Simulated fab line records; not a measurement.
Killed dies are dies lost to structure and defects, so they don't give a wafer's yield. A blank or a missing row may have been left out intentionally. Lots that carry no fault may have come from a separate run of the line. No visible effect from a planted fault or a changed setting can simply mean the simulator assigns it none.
A struck lot beside a sound one -- flow n5_finfet -- 15 steps out of a route of 1938
Sound: these wafers, L303.2, L303.5, L303.6. Struck: wafer L310.1 (L310.2, L310.6, from the same lot, were not struck and are left out); the cause is given at the end.
Per side, at each step with rows, come the tool, then ch with its chambers, and then its first start. Under that, the readings that differ: sound wafers -- struck wafers -- difference of the means -- sigmas: that difference in standard deviations of wafers without a fault.
alike: a reading whose means differ by less than 2 such deviations, as well as words and numbers matching on both sides. not compared: withheld readings; readings where some wafer has no value; bounds like >300 that might hide an equal value; numbers whose values overlap and for which the record gives no deviation.
The two part at a step that has a row with sigmas, a row that says differs or no value, or rows on one side only. Non-overlapping numbers with no deviation appear without sigmas and do not part them. Lack of a reading on every wafer of one side parts them only where that side has two or more wafers.

first, 7 steps without rows for these wafers: N5_BEOL_M5_COAT_74 (time 60 s, resist thk 5 nm); N5_BEOL_M5_COAT_22 (resist thk 30 nm); N5_BEOL_M5_EBR_24; N5_BEOL_M5_SOFTBAKE_23 (time 60 s); N5_BEOL_M5_EXPOSE_25 (exposes mask V4, defocus 10 nm); N5_BEOL_M5_PEB_26 (peb time 60 s); N5_BEOL_M5_DEVELOP_27 (develop time 30 s).
N5_BEOL_M5_CD_MEAS_28: target cd 30.6 nm, target cd y 20 nm.
  sound on cd_sem-02 ch 0, day 11 05:31; struck on cd_sem-01 ch 0, day 12 20:08
  alike: cd_nm
N5_BEOL_M5_OVL_MEAS_29:
  sound on overlay-01 ch 0, day 11 05:34; struck on overlay-02 ch 0, day 12 20:10
  alike: V4_OVL
N5_BEOL_M5_INSPECT_30: inspects for defects (brightfield).
  struck on defect_inspect-02, day 12 20:13; sound on defect_inspect-02, day 11 05:37
  alike: raw_defect_count
N5_BEOL_M5_DESCUM_33: chemistry O2, time 7 s.
  sound on rie_diel-04 ch 0,2,3, day 11 05:40; struck on rie_diel-04 ch 2, day 12 20:22
  alike: drypump_motor_current_A, oes_product_au, rf_vpp_V, showerhead_plenum_p_Torr, throttle_valve_pct
  not compared: rf_hours_counter_h
N5_BEOL_M5_ETCH_75: etches underlayer in N2/H2, target depth 6.5 nm, time 5.2 s.
  sound on rie_diel-04 ch 0,2,3, day 11 05:42; struck on rie_diel-04 ch 2, day 12 20:24
  alike: drypump_motor_current_A, etch_rf_on_time_s, h2_flow_sccm, oes_product_au, rf_vpp_V, showerhead_plenum_p_Torr, throttle_valve_pct
  not compared: rf_hours_counter_h
N5_BEOL_M5_ETCH_67: etches SiARC in CF4, target depth 15.6 nm, time 26 s.
  sound on rie_diel-04 ch 0,2,3, day 11 05:43; struck on rie_diel-04 ch 2, day 12 20:25
reading,sound,struck,difference,sigmas
etch_rf_on_time_s (s),25.2 26.3 26.4,14.9,-11.1,-19
oes_product_au (a.u.),0.74 0.82 0.78,1.00,+0.22,+3
  alike: drypump_motor_current_A, mfc_ar_sccm, rf_vpp_V, showerhead_plenum_p_Torr, throttle_valve_pct
  not compared: rf_hours_counter_h
N5_BEOL_M5_ETCH_68: etches SOC in N2/H2, target depth 80 nm, overetch 16 nm, time 120 s.
  sound on rie_diel-04 ch 0,2,3, day 11 05:45; struck on rie_diel-04 ch 2, day 12 20:27
reading,sound,struck,difference,sigmas
rf_vpp_V (V),522.0 525.8 526.5,520.5,-4.3,-2
  alike: drypump_motor_current_A, h2_flow_sccm, oes_product_au, showerhead_plenum_p_Torr, throttle_valve_pct
  not compared: rf_hours_counter_h
-- here the record skips 4 days between the struck wafers' starts before and after, leaving off in module BEOL_M5 and picking up in module PASSIVATION (first step shown: number 1936 of the route) --
N5_PASSIVATION_PROBE_49:
  only the struck wafers here have rows in the record (prober-02, day 16 21:29); the sound ones have none

== WHERE THEY PART ==
Last at N5_PASSIVATION_PROBE_49 as far as this record goes, first at N5_BEOL_M5_ETCH_67.

WHY: what had been put in by the simulator
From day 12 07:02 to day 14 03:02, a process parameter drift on rie_diel-04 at N5_BEOL_M5_ETCH_67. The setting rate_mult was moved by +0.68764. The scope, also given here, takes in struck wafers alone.
